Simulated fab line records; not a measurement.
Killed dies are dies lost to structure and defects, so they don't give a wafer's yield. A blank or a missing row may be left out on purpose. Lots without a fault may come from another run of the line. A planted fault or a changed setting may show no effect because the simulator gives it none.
Chamber matching / flow n5Finfet / pecvd-04 running N5_BEOL_M11_DEP_56: 3 sister chambers
The step deposits SiCN from 3MS/NH3, target thk 30 nm, time 10.5 s. 6 wafers are shown with their chamber, then 10 later ones without.

== WAFERS PAIRED WITH THEIR CHAMBERS ==
wafer=L082.4; chamber=1; throttleValvePct (%)=16.8; showerheadPlenumPTorr (Torr)=4.143
wafer=L086.4; chamber=2; throttleValvePct (%)=17.6; showerheadPlenumPTorr (Torr)=4.160
wafer=L085.5; chamber=2; throttleValvePct (%)=17.4; showerheadPlenumPTorr (Torr)=4.172
wafer=L085.6; chamber=0; throttleValvePct (%)=19.6; showerheadPlenumPTorr (Torr)=4.156
wafer=L088.1; chamber=0; throttleValvePct (%)=19.3; showerheadPlenumPTorr (Torr)=4.151
wafer=L088.2; chamber=1; throttleValvePct (%)=17.0; showerheadPlenumPTorr (Torr)=4.151

== WAFERS WHOSE CHAMBER IS MISSING ==
wafer=L088.4; throttleValvePct (%)=16.8; showerheadPlenumPTorr (Torr)=4.147
wafer=L092.2; throttleValvePct (%)=17.7; showerheadPlenumPTorr (Torr)=4.170
wafer=L092.3; throttleValvePct (%)=16.6; showerheadPlenumPTorr (Torr)=4.143
wafer=L092.4; throttleValvePct (%)=16.8; showerheadPlenumPTorr (Torr)=4.159
wafer=L091.1; throttleValvePct (%)=16.9; showerheadPlenumPTorr (Torr)=4.151
wafer=L091.2; throttleValvePct (%)=19.1; showerheadPlenumPTorr (Torr)=4.141
wafer=L091.3; throttleValvePct (%)=17.7; showerheadPlenumPTorr (Torr)=4.163
wafer=L091.4; throttleValvePct (%)=17.0; showerheadPlenumPTorr (Torr)=4.146
wafer=L091.5; throttleValvePct (%)=17.8; showerheadPlenumPTorr (Torr)=4.168
wafer=L091.6; throttleValvePct (%)=19.1; showerheadPlenumPTorr (Torr)=4.151

== WHICH CHAMBER EACH WENT THROUGH ==
wafer=L088.4; from the rows above=1; in truth=1
wafer=L092.2; from the rows above=2; in truth=2
wafer=L092.3; from the rows above=1; in truth=1
wafer=L092.4; from the rows above=1; in truth=1
wafer=L091.1; from the rows above=1; in truth=1
wafer=L091.2; from the rows above=0; in truth=0
wafer=L091.3; from the rows above=2; in truth=2
wafer=L091.4; from the rows above=1; in truth=1
wafer=L091.5; from the rows above=2; in truth=2
wafer=L091.6; from the rows above=0; in truth=0
Correctly placed: 10 of 10. From these rows, 0 cannot be placed. Placed wrongly: 0.
How it was worked out, from the rows above alone: a wafer's distance from a chamber is the root of the sum, over the readings, of the square of ((its reading less the chamber's mean) divided by the reading's scatter). If the next closest chamber is less than 2 further off than the closest, the wafer can't be placed; otherwise it belongs to the closest. The mean given for a chamber averages the wafers shown for that chamber. The scatter: take each reading less its chamber's mean, square it, sum over the shown wafers, divide by the number of wafers less the number of chambers, and take the root.
